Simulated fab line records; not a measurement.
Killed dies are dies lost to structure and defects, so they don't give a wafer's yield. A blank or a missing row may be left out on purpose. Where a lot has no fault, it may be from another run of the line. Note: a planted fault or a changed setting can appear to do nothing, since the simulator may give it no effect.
Which tool is to blame? | flow n5 finfet | 22 lots (66 wafers sampled), 1 step of a 1938-step route

WHAT THE GAUGES READ, wafer by wafer
N5_FIN_SAQP_CD_MEAS_37: target cd 8 nm. Usual: cd nm reads 8.16 nm (standard deviation 0.26).
lot  | measured    | on        | cd nm (nm)     | flag
L074 | day 2 03:11 | cd sem-01 | 7.47 8.43 7.73 |
L075 | day 2 08:18 | cd sem-03 | 8.45 8.25 8.34 |
L076 | day 2 15:10 | cd sem-03 | 7.87 7.96 8.43 |
L077 | day 2 20:19 | cd sem-02 | 8.66 8.43 8.28 |
L078 | day 3 01:59 | cd sem-03 | 8.31 8.20 8.09 |
L079 | day 3 07:45 | cd sem-01 | 7.95 8.42 8.12 |
L080 | day 3 15:24 | cd sem-01 | 8.33 7.64 8.21 |
L081 | day 3 20:46 | cd sem-02 | 8.12 7.98 8.42 |
L082 | day 4 02:52 | cd sem-03 | 8.71 8.23 8.54 |
L083 | day 4 09:09 | cd sem-01 | 8.10 8.35 8.20 |
L085 | day 4 22:35 | cd sem-01 | 8.50 8.35 7.93 |
L086 | day 5 03:42 | cd sem-02 | 8.16 8.13 8.52 |
L087 | day 5 10:20 | cd sem-02 | 8.25 8.53 8.18 |
L088 | day 5 18:28 | cd sem-02 | 8.08 8.30 8.37 |
L089 | day 5 23:49 | cd sem-01 | 8.16 8.80 8.24 |
L090 | day 6 05:28 | cd sem-01 | 8.07 8.17 8.16 |
L091 | day 6 11:22 | cd sem-03 | 7.95 7.65 8.23 |
L092 | day 6 18:18 | cd sem-03 | 8.26 8.26 8.25 |
L093 | day 6 21:11 | cd sem-01 | 7.80 7.74 7.98 |
L094 | day 7 04:29 | cd sem-03 | 8.43 8.11 7.61 |
L095 | day 7 11:14 | cd sem-02 | 8.19 8.36 8.20 |
L097 | day 7 20:39 | cd sem-03 | 7.84 7.74 7.69 |

EACH LOT AND THE TOOL THAT RAN IT (in order: tool; ch and the chambers of the sampled wafers; start)
Before these readings, the record contains no process step.

AS READ BY THE TOOLS THEMSELVES (means over the sampled wafers that have a number; for cases with no such wafer, the mark the record gives instead)
The record holds no such reading with a usual standard deviation.

THE ANSWER, worked out from the rows above alone
Rule: take the mean of a lot's wafers that have a number; if it is more than 3 standard deviations from the usual mean, the lot is off. Also off: a lot with no number at a reading for which 4 or more lots have one. All remaining lots with rows at the step are treated as sound. The gauges are gone through in route order, then the tools' own readings, and for those a lot's mean is taken as printed above. The first step at which some lot is off is used, and at that step the reading that is off furthest; a lot without a number counts as furthest.
None of the lots is off at any reading shown; this tells nothing.

WHAT HAD BEEN PUT IN BY THE SIMULATOR
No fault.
